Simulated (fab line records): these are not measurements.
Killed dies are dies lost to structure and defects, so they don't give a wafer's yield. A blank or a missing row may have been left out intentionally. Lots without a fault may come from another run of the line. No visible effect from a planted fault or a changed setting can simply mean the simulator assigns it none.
Struck lot and sound lot, side by side || flow nand_harc || 15 out of 1302 route steps
Sound: these wafers, L840.1, L840.5, L840.6. Struck: wafer L838.4 (left out: L838.1, L838.6 of the same lot, which were not struck); the cause appears at the end.
For every step that has rows: the tool of each side, followed by ch and its chambers, followed by its first start. Under that, the readings that differ: sound wafers || struck wafers || difference of the means || sigmas: that difference in standard deviations of wafers without a fault.
alike: readings with means less than 2 such deviations apart, plus words and numbers identical on both sides. not compared: withheld readings, readings lacking a value on some wafer, bounds such as >300 that could conceal the same value, and numbers that have no deviation in the record and whose values overlap.
A row with sigmas, a row that says differs or no value, or rows on one side alone: a step with any of these is where the two part. Numbers that have no deviation but don't overlap get no sigmas and don't part them. Lack of a reading on every wafer of one side parts them only where that side has two or more wafers.

first, 7 steps without rows for these wafers: NHARC_P_BONDPAD_COAT_36 (time 65 s); NHARC_P_BONDPAD_COAT_03 (resist thk 600 nm); NHARC_P_BONDPAD_SOFTBAKE_04 (time 70 s); NHARC_P_BONDPAD_EBR_05; NHARC_P_BONDPAD_EXPOSE_06 (exposes mask P BPAD); NHARC_P_BONDPAD_PEB_07 (peb time 80 s); NHARC_P_BONDPAD_DEVELOP_08 (time 50 s).
NHARC_P_BONDPAD_CD_MEAS_09: target cd 500 nm.
  sound on cd_sem-03 ch 0, day 12 14:46; struck on cd_sem-03 ch 0, day 11 20:13
  alike: cd_nm
NHARC_P_BONDPAD_OVL_MEAS_38:
  sound on overlay-01 at day 12 14:51; struck on overlay-02 at day 11 20:19
{"reading": "overlay_y_nm (nm)", "sound": "-10 -11 -11", "struck": 4, "difference": "+15", "sigmas": "+2"}
  alike: overlay_x_nm
then, 1 step without rows for these wafers: NHARC_P_BONDPAD_HARDBAKE_10 (time 65 s).
NHARC_P_BONDPAD_DESCUM_11: chemistry O2, time 3 s.
  sound on rie_diel-01 ch 0,1,2, day 12 15:00; struck on rie_diel-12 ch 1, day 11 20:26
  alike: chamber_pressure_mTorr, drypump_motor_current_A, oes_product_au, rf_vpp_V, showerhead_plenum_p_Torr, throttle_valve_pct
  not compared: rf_hours_counter_h
NHARC_P_BONDPAD_ETCH_37: etches the open film in N2/H2, target depth 60 nm, overetch 18 nm, time 65.91 s.
  sound on rie_diel-01 ch 0,2,3, day 12 15:05; struck on rie_diel-12 ch 2, day 11 20:31
{"reading": "rf_vpp_V (V)", "sound": "434.6 430.1 429.2", "struck": 426.5, "difference": -4.8, "sigmas": -2}
  alike: chamber_pressure_mTorr, drypump_motor_current_A, n2_flow_sccm, oes_product_au, rf_fwd_power_W, run_length_s, showerhead_plenum_p_Torr, throttle_valve_pct
  not compared: rf_hours_counter_h
NHARC_P_BONDPAD_ETCH_12: etches the open film in CHF3/O2, target depth 200 nm, time 100 s.
  sound on rie_diel-01 ch 0,2,3, day 12 15:10; struck on rie_diel-12 ch 3, day 11 20:37
{"reading": "rf_vpp_V (V)", "sound": "374.7 369.8 370.6", "struck": 366.1, "difference": -5.6, "sigmas": -3}
{"reading": "run_length_s (s)", "sound": "122.0 121.5 121.5", "struck": 108.5, "difference": -13.2, "sigmas": -31}
  alike: chamber_pressure_mTorr, drypump_motor_current_A, oes_product_au, showerhead_plenum_p_Torr, throttle_valve_pct
  not compared: rf_fwd_power_W, rf_hours_counter_h
NHARC_P_BONDPAD_CD_MEAS_13:
  sound on cd_sem-01 at day 12 15:17; struck on cd_sem-02 at day 11 20:44
  alike: cd_nm
-- jump in the record: it breaks off in module P_BONDPAD and resumes in module END (first step shown: number 1302 of the route), and 18 days separate the struck wafers' starts before and after --
NHARC_END_SORT_01:
  sound on prober-01 ch 0, day 30 13:16; struck on prober-01 ch 0, day 30 00:04
{"reading": "defect_limited_yield (%)", "sound": "95 95 96", "struck": 3, "difference": -92, "sigmas": -31}
{"reading": "killed_at_periphery", "sound": "1 1 1", "struck": 597, "difference": "+596", "sigmas": "+99 or more"}
{"reading": "killed_dies", "sound": "31 32 29", "struck": 657, "difference": "+626", "sigmas": "+30"}
  alike: killed_at_array, killed_at_other, killed_open, killed_short

== WHERE THEY PART ==
Last at NHARC_END_SORT_01 as far as this record goes, first at NHARC_P_BONDPAD_OVL_MEAS_38.

WHY: the cause the simulator had injected
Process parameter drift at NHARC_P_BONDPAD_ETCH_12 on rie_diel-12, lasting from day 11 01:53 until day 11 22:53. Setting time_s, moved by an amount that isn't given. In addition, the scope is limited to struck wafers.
